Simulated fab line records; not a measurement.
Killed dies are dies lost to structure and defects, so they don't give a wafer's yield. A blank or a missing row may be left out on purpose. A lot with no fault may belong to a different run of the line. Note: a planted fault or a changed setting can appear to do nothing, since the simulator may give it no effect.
fab line records	flow n5-finfet
[record] lots = 11	wafers = 33	last-day = 19
route steps=1938 shown BEOL_M9@1440 MIM_TOP@1834 MIM_TOP_LITHO@1850 PASSIVATION@1936
lots untouched by any fault: they come from a run of this same line in which no faults occurred
start-h: hours from the record's opening day to when the first of the lot's shown wafers began	wait-h: hours elapsed since this lot's preceding step	" unchanged from the row above	L1.1+2: one row covering several wafers at once	- no value, or no start given	* or withheld: withheld	< > ~ a bound
route shown NAME@n: names a module that has steps shown in the file, with the first one's number in the route	usual: mean/standard deviation of fault-free wafers	same: alike in all rows	chamber/n: place in a boat	sites: each site's reading	_std_site: how widely they spread, as a standard deviation	_edge_site: inner sites' mean taken away from outer sites' mean	radius-mm: how far each site lies from the wafer's centre	mask NAME#n: copy n	behind: the last tool/chamber to shape the wafer	hold: what put the lot on hold/how long, in hours/how the hold closed	device: whichever transistor did not switch (one of n, p or np)	end of line: the same wafers' tests at the end of the route	a step without rows: its recipe alone	killed: count of dies lost to structure and defects at first sort (not the wafer's yield)	map: dies across one wafer; x = killed, . = not, _ = none there
set.NAME: the setting the step ran with; set.NAME@STEP: the setting that earlier step ran with	model.NAME: the simulator's own value behind a step, which no gauge read
steps of the route over a sample of lots; a table a step, a row a wafer
services: when a tool's chamber went out of use (start-h, in hours from the record's first day, below 0 if earlier), for how many hours, and the reason
[[steps]]
[step N5_BEOL_M9_ETCH_66]
[recipe] chemistry = N2/H2	target = SOC	target-depth-a = 800	overetch-a = 160	mask-material = SiARC	temp-c = 40	time-s = 120	ion-energy-ev = 200	pressure-mtorr = 30	source-w = 840	bias-w = 150	n2-flow-sccm = 200	h2-flow-sccm = 200
[usual] bias-w = 150.0/0.48	drypump-motor-current-A = 5.5/0.51	oes-product-au = 0.60/0.051	rf-vpp-V = 524.1/1.9	showerhead-plenum-p-Torr = 2.55/0.06	throttle-valve-pct = 17.86/0.22
lot.wafer	tool	chamber	start-h	wait-h	bias-w	drypump-motor-current-A	oes-product-au	rf-hours-counter-h	rf-vpp-V	showerhead-plenum-p-Torr	throttle-valve-pct
L381.1	rie-diel-04	1	214.42	0.0	150.3	6.1	0.57	176	525.8	2.64	17.83
L381.2	"	2	"	"	150.4	5.0	0.64	82	520.7	2.45	17.85
L381.5	"	2	"	"	150.7	5.0	0.64	-	521.2	2.45	17.87
L382.1	rie-diel-04	2	222.49	0.0	150.0	5.0	0.64	85	519.8	2.45	17.88
L382.2	"	3	"	"	150.7	5.3	0.63	65	524.0	2.58	17.73
L382.5	"	0	"	"	149.5	5.1	0.60	-	523.7	2.55	17.71
L385.2	rie-diel-06	0	234.73	0.0	149.2	4.9	0.52	246	522.4	2.51	17.67
L385.3	"	1	"	"	149.9	5.5	0.56	189	525.8	2.63	18.03
L385.6	"	3	"	"	150.1	6.3	0.69	-	521.4	2.51	17.80
L386.1	rie-diel-04	1	244.58	0.0	149.4	6.1	0.57	187	526.1	2.64	17.85
L386.2	"	2	"	"	149.3	5.0	0.63	92	521.3	2.45	17.89
L386.6	"	0	"	"	149.6	5.1	0.59	-	523.9	2.55	17.73
L388.1	rie-diel-02	0	249.73	0.0	149.9	5.3	0.53	225	524.0	2.52	18.26
L388.2	"	1	"	"	150.5	5.7	0.59	162	523.4	2.55	17.91
L388.5	"	1	"	"	150.3	5.8	0.59	-	523.8	2.55	17.90
L394.1	rie-diel-06	0	306.04	0.0	149.9	4.9	0.69	13	521.7	2.50	17.30
L394.3	"	2	"	"	149.5	5.8	0.55	200	524.7	2.52	18.21
L394.5	"	2	"	"	150.4	5.8	0.56	-	521.7	2.52	18.21
L396.1	rie-diel-04	1	329.13	0.0	150.2	6.1	0.56	211	527.1	2.63	17.90
L396.2	"	3	"	"	150.2	5.3	0.61	95	525.5	2.56	17.78
L396.5	"	0	"	"	150.1	5.2	0.58	-	523.6	2.54	17.77
L399.3	rie-diel-06	3	359.66	0.0	149.8	6.3	0.64	56	524.0	2.49	17.86
L399.5	"	1	"	"	149.5	5.6	0.54	-	526.1	2.61	18.09
L399.6	"	0	"	"	149.6	4.9	0.66	-	521.4	2.50	17.32
L400.1	rie-diel-06	2	362.91	0.0	150.3	5.8	0.55	215	521.3	2.51	18.21
L400.4	"	0	"	"	150.7	4.9	0.67	26	523.2	2.50	17.31
L400.5	"	0	"	"	150.0	4.9	0.67	-	522.7	2.50	17.32
L402.2	rie-diel-06	1	363.34	0.0	150.0	5.5	0.54	225	525.6	2.61	18.09
L402.5	"	1	"	"	150.0	5.5	0.54	-	525.3	2.61	18.09
L402.6	"	0	"	"	149.3	4.9	0.67	-	522.2	2.50	17.32
L403.1	rie-diel-04	3	387.88	0.0	149.6	5.3	0.59	109	525.6	2.56	17.80
L403.3	"	1	"	"	150.7	6.1	0.55	226	527.2	2.62	17.93
L403.6	"	3	"	"	149.8	5.3	0.59	-	525.1	2.56	17.79
[step N5_MIM_TOP_ALD_00]
[recipe] material = Al2O3	target-thk-a = *	temp-c = withheld	ald-precursor-family = TMA	ald-co-reactant = O3	pulse-time-s = withheld	purge-time-s = 3	co-reactant-purge-time-s = withheld	co-reactant-pulse-time-s = 3	ald-cycles = withheld
[usual] precursor-pulse-height-rel = 1.000/0.019
lot.wafer	tool	chamber	start-h	wait-h	precursor-pulse-height-rel
L381.1	ald-hk-03	3	259.45	0.1	0.982
L381.2	"	0	"	"	1.046
L381.5	"	0	"	"	1.009
L382.1	ald-hk-03	0	264.84	0.1	0.996
L382.2	"	2	"	"	1.000
L382.5	"	0	"	"	1.006
L385.2	ald-hk-03	2	275.36	0.1	1.013
L385.3	"	0	"	"	1.004
L385.6	"	3	"	"	0.970
L386.1	ald-hk-01	0	291.07	0.1	0.965
L386.2	"	2	"	"	0.985
L386.6	"	0	"	"	1.039
L388.1	ald-hk-03	3	294.47	0.1	0.946
L388.2	"	1	"	"	1.012
L388.5	"	2	"	"	0.995
L394.1	ald-hk-03	3	349.50	0.1	0.979
L394.3	"	2	"	"	0.982
L394.5	"	2	"	"	1.037
L396.1	ald-hk-02	0	384.32	0.1	0.970
L396.2	"	1	"	"	1.023
L396.5	"	1	"	"	1.018
L399.3	ald-hk-03	3	410.04	0.1	1.009
L399.5	"	3	"	"	1.002
L399.6	"	0	"	"	0.993
L400.1	ald-hk-03	1	418.74	0.1	0.992
L400.4	"	0	"	"	1.014
L400.5	"	3	"	"	1.004
L402.2	ald-hk-03	2	424.57	0.1	0.985
L402.5	"	3	"	"	1.002
L402.6	"	0	"	"	1.001
L403.1	ald-hk-02	0	448.18	0.1	0.990
L403.3	"	3	"	"	1.018
L403.6	"	0	"	"	1.027
[step N5_MIM_TOP_DEGAS_04]
[recipe] ambient = vacuum	temp-c = 300	time-s = 60
[usual] heater-power-w = 477/45
lot.wafer	tool	chamber	start-h	wait-h	heater-power-w
L381.1	pvd-sputter-01	-	260.79	-	438
L381.2	"	-	"	"	458
L381.5	"	-	"	"	461
L382.1	pvd-sputter-03	-	266.02	-	438
L382.2	"	-	"	"	476
L382.5	"	-	"	"	555
L385.2	pvd-sputter-01	-	278.62	-	455
L385.3	"	-	"	"	451
L385.6	"	-	"	"	447
L386.1	pvd-sputter-03	-	293.87	-	441
L386.2	"	-	"	"	488
L386.6	"	-	"	"	422
L388.1	pvd-sputter-01	-	295.41	-	428
L388.2	"	-	"	"	454
L388.5	"	-	"	"	461
L394.1	pvd-sputter-03	-	350.34	-	493
L394.3	"	-	"	"	435
L394.5	"	-	"	"	564
L396.1	pvd-sputter-03	-	385.16	-	569
L396.2	"	-	"	"	474
L396.5	"	-	"	"	558
L399.3	pvd-sputter-01	-	410.50	-	450
L399.5	"	-	"	"	441
L399.6	"	-	"	"	448
L400.1	pvd-sputter-01	-	420.08	-	456
L400.4	"	-	"	"	436
L400.5	"	-	"	"	434
L402.2	pvd-sputter-02	-	425.57	-	507
L402.5	"	-	"	"	448
L402.6	"	-	"	"	444
L403.1	pvd-sputter-03	-	449.11	-	426
L403.3	"	-	"	"	487
L403.6	"	-	"	"	500
[step N5_MIM_TOP_LITHO_DESCUM_10]
[recipe] chemistry = O2	time-s = 7.9	source-power-w = 50	bias-power-w = 20	pressure-mtorr = 20	rf-frequency-hz = 2.712e+07	temp-c = 40	o2-flow-sccm = 225
[usual] drypump-motor-current-A = 5.7/0.41	oes-product-au = 0.82/0.088	rf-vpp-V = 243.6/1.5	showerhead-plenum-p-Torr = 2.12/0.082	throttle-valve-pct = 20.41/0.29
lot.wafer	tool	chamber	start-h	wait-h	drypump-motor-current-A	oes-product-au	rf-hours-counter-h	rf-vpp-V	showerhead-plenum-p-Torr	throttle-valve-pct
L381.1	rie-diel-03	3	261.34	0.0	5.1	0.69	220	242.2	1.98	20.77
L381.2	"	2	"	"	5.2	0.95	12	242.4	2.07	20.50
L381.5	"	2	"	"	5.2	0.95	-	242.5	2.07	20.49
L382.1	rie-diel-03	3	266.54	0.0	5.1	0.69	223	241.5	1.98	20.76
L382.2	"	1	"	"	6.1	0.92	25	245.6	2.05	19.83
L382.5	"	3	"	"	5.1	0.69	-	241.7	1.98	20.76
L385.2	rie-diel-01	2	279.37	0.1	5.6	0.84	77	242.8	2.12	20.35
L385.3	"	1	"	"	6.1	0.85	72	244.0	2.11	20.16
L385.6	"	3	"	"	5.7	0.87	-	244.9	2.22	20.71
L386.1	rie-diel-05	0	294.51	0.0	6.1	0.89	23	245.3	2.23	20.04
L386.2	"	1	"	"	5.5	0.93	9	242.7	2.04	20.17
L386.6	"	2	"	"	6.1	0.70	-	243.6	2.16	20.80
L388.1	rie-diel-05	2	296.06	0.0	6.1	0.70	220	243.9	2.16	20.79
L388.2	"	3	"	"	6.1	0.70	248	241.1	1.98	20.55
L388.5	"	0	"	"	6.1	0.90	-	244.3	2.23	20.04
L394.1	rie-diel-05	1	350.86	0.0	5.5	0.88	28	242.7	2.03	20.19
L394.3	"	0	"	"	6.1	0.86	46	244.5	2.22	20.09
L394.5	"	2	"	"	6.1	0.68	-	244.8	2.16	20.82
L396.1	rie-diel-01	0	385.68	0.0	5.2	0.73	166	244.4	2.17	20.52
L396.2	"	2	"	"	5.5	0.80	107	243.0	2.11	20.39
L396.5	"	3	"	"	5.7	0.83	-	244.2	2.21	20.78
L399.3	rie-diel-01	2	411.14	0.0	5.5	0.80	115	244.6	2.11	20.41
L399.5	"	1	"	"	6.1	0.79	-	243.6	2.10	20.22
L399.6	"	0	"	"	5.1	0.72	-	244.9	2.17	20.54
L400.1	rie-diel-03	3	420.72	0.0	5.1	0.92	23	244.8	2.23	20.39
L400.4	"	2	"	"	5.2	0.84	-	240.6	2.05	20.57
L400.5	"	3	"	"	5.1	0.90	-	245.0	2.23	20.38
L402.2	rie-diel-05	2	426.09	0.0	6.1	0.95	6	242.4	2.15	20.39
L402.5	"	1	"	"	5.5	0.85	-	243.6	2.03	20.24
L402.6	"	0	"	"	6.1	0.82	-	246.2	2.21	20.11
L403.1	rie-diel-05	2	449.76	0.0	6.2	0.92	17	243.1	2.15	20.41
L403.3	"	3	"	"	6.1	0.89	41	245.0	2.23	20.27
L403.6	"	3	"	"	6.1	0.91	-	246.3	2.23	20.27
[step N5_PASSIVATION_PROBE_49]
[usual] defect-limited-yield = 91.3/1.7	killed_at_M0_to_M3 = 33/9.9	killed_at_M4_up = 14/6.4	killed-at-contacts = 12/7	killed-at-front-end = 41/13	killed-at-other = 3.1/2.9	killed-dies = 103/20	killed-on-rim = 13/4	killed-open = 67/14	killed-short = 34/9.4	sort_bin_4_leakage = 0.03/0.24	sort_bin_5_function = 5.1/1.1	sort_bin_6_memory = 3.2/0.79	sort_bin_8_speed = 0.02/0.15	sort-n-pass = 1077/21	sort-yield-pct = 91.2/1.7
[same] gross-dies = 1180	killed-at-back-side = 0
lot.wafer	tool	chamber	start-h	wait-h	defect-limited-yield[%]	killed_at_M0_to_M3	killed_at_M4_up	killed-at-contacts	killed-at-front-end	killed-at-other	killed-dies	killed-on-rim	killed-open	killed-short	sort_bin_4_leakage[%]	sort_bin_5_function[%]	sort_bin_6_memory[%]	sort_bin_8_speed[%]	sort-n-pass	sort-yield-pct[%]
L386.1	prober-01	-	305.67	0.0	77.8	26	161	10	63	2	262	38	77	50	0	13.8	4.7	0.08	917	77.7
L386.2	prober-01	-	305.72	0.1	88.6	39	30	13	50	2	134	20	76	49	0	6.5	3.9	0	1046	88.6
L386.6	prober-01	-	305.92	0.3	89.0	30	26	7	66	1	130	20	81	41	0	5.8	4.2	0	1050	89.0
L394.1	prober-01	-	362.88	0.0	89.7	39	8	26	44	5	122	10	71	51	0	5.1	4.8	0	1058	89.7
L394.3	prober-01	-	362.98	0.1	89.7	48	12	7	53	2	122	15	77	44	0	4.7	4.9	0	1058	89.7
L394.5	prober-01	-	363.08	0.2	87.9	53	14	29	43	4	143	18	91	49	0	6.9	5.0	0	1037	87.9
// killed by level:class
L386.1 BEOL_M9:unspecified=135 FIN_SAQP:geometric-particle:short=22 BEOL_M4:geometric-particle:open=20 FIN_SAQP:geometric-particle:open=12 MOL_CONTACT_COAG:geometric-particle:open=8 BEOL_M0_SAQP:geometric-particle:open=6 STI_FIN_REVEAL:geometric-particle:open=6 GATE_CUT:geometric-particle:short=6
L386.2 BEOL_M4:geometric-particle:open=16 BEOL_M0_SAQP:geometric-particle:open=12 MOL_CONTACT_COAG:geometric-particle:open=12 GATE_CUT:geometric-particle:short=11 FIN_SAQP:geometric-particle:short=10 HKMG_FIN:area-etch=9 BEOL_M2:geometric-particle:open=8 BEOL_M0_SAQP:geometric-particle:short=7
L386.6 BEOL_M4:geometric-particle:open=14 FIN_SAQP:geometric-particle:open=12 FIN_SAQP:geometric-particle:short=11 BEOL_M0_SAQP:geometric-particle:open=11 STI_FIN_REVEAL:geometric-particle:open=8 HKMG_FIN:area-etch=8 MOL_CONTACT_COAG:geometric-particle:open=6 DUMMY_GATE:geometric-particle:open=5
L394.1 MOL_CONTACT_COAG:geometric-particle:open=19 BEOL_M0_SAQP:geometric-particle:short=14 FIN_SAQP:geometric-particle:short=9 STI_FIN_REVEAL:geometric-particle:open=8 BEOL_M0_SAQP:geometric-particle:open=8 FIN_SAQP:geometric-particle:open=7 MOL_CONTACT_COAG:geometric-particle:short=7 BEOL_M3:geometric-particle:open=6
L394.3 BEOL_M3:geometric-particle:open=16 FIN_SAQP:geometric-particle:short=15 STI_FIN_REVEAL:geometric-particle:open=11 FIN_SAQP:geometric-particle:open=9 GATE_CUT:geometric-particle:short=9 BEOL_M0_SAQP:geometric-particle:short=8 BEOL_M4:geometric-particle:open=8 MOL_CONTACT_COAG:geometric-particle:open=7
L394.5 MOL_CONTACT_COAG:geometric-particle:open=24 BEOL_M3:geometric-particle:open=12 BEOL_M2:geometric-particle:open=11 FIN_SAQP:geometric-particle:open=10 FIN_SAQP:geometric-particle:short=9 STI_FIN_REVEAL:geometric-particle:open=9 GATE_CUT:geometric-particle:short=7 BEOL_M0_SAQP:geometric-particle:short=7
[[services]]
tool	chamber	start-h	hours	kind
rie-diel-01	-	216.73	1.2	repair
rie-diel-06	3	235.37	2.3	repair
rie-diel-05	1	237.91	6.5	repair
rie-diel-03	0	258.93	7.9	repair
rie-diel-03	1	266.71	8.6	repair
rie-diel-03	1	289.50	8.2	repair
rie-diel-06	1	295.74	3.9	repair
rie-diel-06	1	303.97	8.4	repair
rie-diel-05	1	308.63	4.9	repair
rie-diel-03	2	309.62	9.7	repair
rie-diel-05	1	329.31	1.2	repair
rie-diel-06	0	337.93	3.2	repair
rie-diel-04	3	342.35	3.4	repair
pvd-sputter-03	-	355.87	6.6	repair
rie-diel-04	0	359.94	1.7	repair
ald-hk-03	-	391.16	0.8	repair
rie-diel-04	3	395.94	23.0	repair
rie-diel-04	-	403.75	0.9	repair
rie-diel-04	0	409.11	3.8	repair
rie-diel-03	0	412.68	1.7	repair
rie-diel-04	-	413.19	2.8	pm
rie-diel-04	2	426.35	1.6	repair
rie-diel-06	-	432.98	2.1	repair
rie-diel-05	0	440.84	9.2	repair
[[key]]
[first-sign] step = N5_PASSIVATION_PROBE_49	reading = killed_at_M4_up	direction = up	sigmas = 23	usual = 14	struck = 161
[effect] step = N5_PASSIVATION_PROBE_49	reading = defect-limited-yield	direction = down	sigmas = 7.8	usual = 91.3	struck = 77.8
[more-kills-born-at] N5_BEOL_M9_ETCH_66@rie-diel-04 = 135
met-at N5_BEOL_M9_ETCH_66
struck-lots L386
struck-wafers L386.1
not-acting-at N5_MIM_TOP_ALD_00,N5_MIM_TOP_DEGAS_04,N5_MIM_TOP_LITHO_DESCUM_10
onset-between 214.42 244.58
[fault] kind = chamber-particle-source	tool = rie-diel-04	chamber = 1	onset-h = 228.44	steps = N5_BEOL_M9_ETCH_66	rate-per-visit-cm2 = 1.3624	end-h = 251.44
